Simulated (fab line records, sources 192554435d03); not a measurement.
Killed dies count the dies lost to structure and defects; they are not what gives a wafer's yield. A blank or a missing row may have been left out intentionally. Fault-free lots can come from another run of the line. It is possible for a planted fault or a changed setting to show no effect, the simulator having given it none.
Matching of chambers | flow n5_finfet | 3 sister chambers for N5_BEOL_M3_ILD_DEP_00 on pecvd-04
The step deposits SiOC from DEMS/O2, target thk 79 nm, time 15.3 s. 6 wafers are shown with their chamber, then 7 later ones without.

WAFERS PAIRED WITH THEIR CHAMBERS
wafer  | chamber | showerhead_plenum_p_Torr (Torr) | heater_power_w (W)
L076.4 | 2       | 5.670                           | 530
L083.1 | 0       | 5.694                           | 582
L083.2 | 2       | 5.668                           | 593
L083.6 | 1       | 5.701                           | 502
L086.3 | 1       | 5.711                           | 479
L086.4 | 0       | 5.694                           | 562

WAFERS WITH NO CHAMBER GIVEN
wafer  | showerhead_plenum_p_Torr (Torr) | heater_power_w (W)
L086.5 | 5.700                           | 554
L092.1 | 5.697                           | 590
L092.2 | 5.703                           | 394
L092.3 | 5.661                           | 599
L093.1 | 5.709                           | 524
L093.3 | 5.670                           | 587
L093.5 | 5.705                           | 517

WHICH CHAMBER EACH WENT THROUGH
wafer  | from the rows above     | in truth
L086.5 | can't be placed: 0 or 1 | 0
L092.1 | 0                       | 0
L092.2 | 1                       | 1
L092.3 | 2                       | 2
L093.1 | 1                       | 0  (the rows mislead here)
L093.3 | 2                       | 2
L093.5 | 1                       | 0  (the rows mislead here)
Correctly placed: 4 of 7. Not placeable from these rows: 1 (in 1, the candidates include the true chamber). Placed wrongly: 2.
How it was worked out, from the rows above alone: a wafer's distance from a chamber is the root of the sum, over the readings, of the square of ((its reading less the chamber's mean) divided by the reading's scatter). The wafer belongs to the nearest chamber; if the next one is less than 2 further off, it can't be placed. The mean given for a chamber averages the wafers shown for that chamber. The scatter: the root of (the sum of the squares of (reading less its chamber's mean) over the shown wafers, divided by (wafers less chambers)).
